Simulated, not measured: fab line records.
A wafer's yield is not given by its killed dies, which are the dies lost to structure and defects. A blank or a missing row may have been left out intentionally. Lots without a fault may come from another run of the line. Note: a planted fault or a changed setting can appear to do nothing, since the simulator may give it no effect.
Which tool did it? | flow nandHarc | 6 lots, 18 wafers sampled, at 2 steps of a route of 1302

== WHAT THE GAUGES SHOWED, per wafer ==
NHARC_A_BONDPAD_OVL_MEAS_35.
lot  | measured     | on         | overlayXNm (nm)
L747 | day 23 13:01 | overlay-02 | 1 2 1
L749 | day 24 13:01 | overlay-01 | 5 5 5
L751 | day 25 16:34 | overlay-02 | 4 4 4
L754 | day 26 20:10 | overlay-01 | 3 3 2
L756 | day 27 15:00 | overlay-01 | -4 -4 -4
L766 | day 31 07:55 | overlay-01 | 1 0 1

== WHICH TOOL RAN EACH LOT (tool, then ch and the chambers of the sampled wafers, then the start) ==
lot  | NHARC_A_M1_PVD_21
L747 | pvdSputter-02, day 23 13:01 or earlier
L749 | pvdSputter-03, day 24 13:01 or earlier
L751 | pvdSputter-03, day 25 16:34 or earlier
L754 | pvdSputter-01, day 26 20:10 or earlier
L756 | pvdSputter-01, day 27 15:00 or earlier
L766 | pvdSputter-03, day 31 07:55 or earlier
- NHARC_A_M1_PVD_21: deposits Cu, target thk 30 nm, time 20.49 s.

== THE ANSWER, worked out from the rows above alone ==
Rule: usual is defined by the lots themselves. The widest of any qualifying gaps counts: lots, ordered by their means at a reading, are off when they make up no more than a third of the lots, leave a main group of 4 or more, and stand apart from it by 3 or more times the standard deviation of that group's means. A main group whose means are all the same, to the digits that the tables above print for the reading, isn't used. A lot without any number at a reading at which 4 lots or more have one is off too. All remaining lots with rows at the step are treated as sound.
None of the lots is off at any reading shown; this tells nothing.

== WHAT THE SIMULATOR HAD INSERTED ==
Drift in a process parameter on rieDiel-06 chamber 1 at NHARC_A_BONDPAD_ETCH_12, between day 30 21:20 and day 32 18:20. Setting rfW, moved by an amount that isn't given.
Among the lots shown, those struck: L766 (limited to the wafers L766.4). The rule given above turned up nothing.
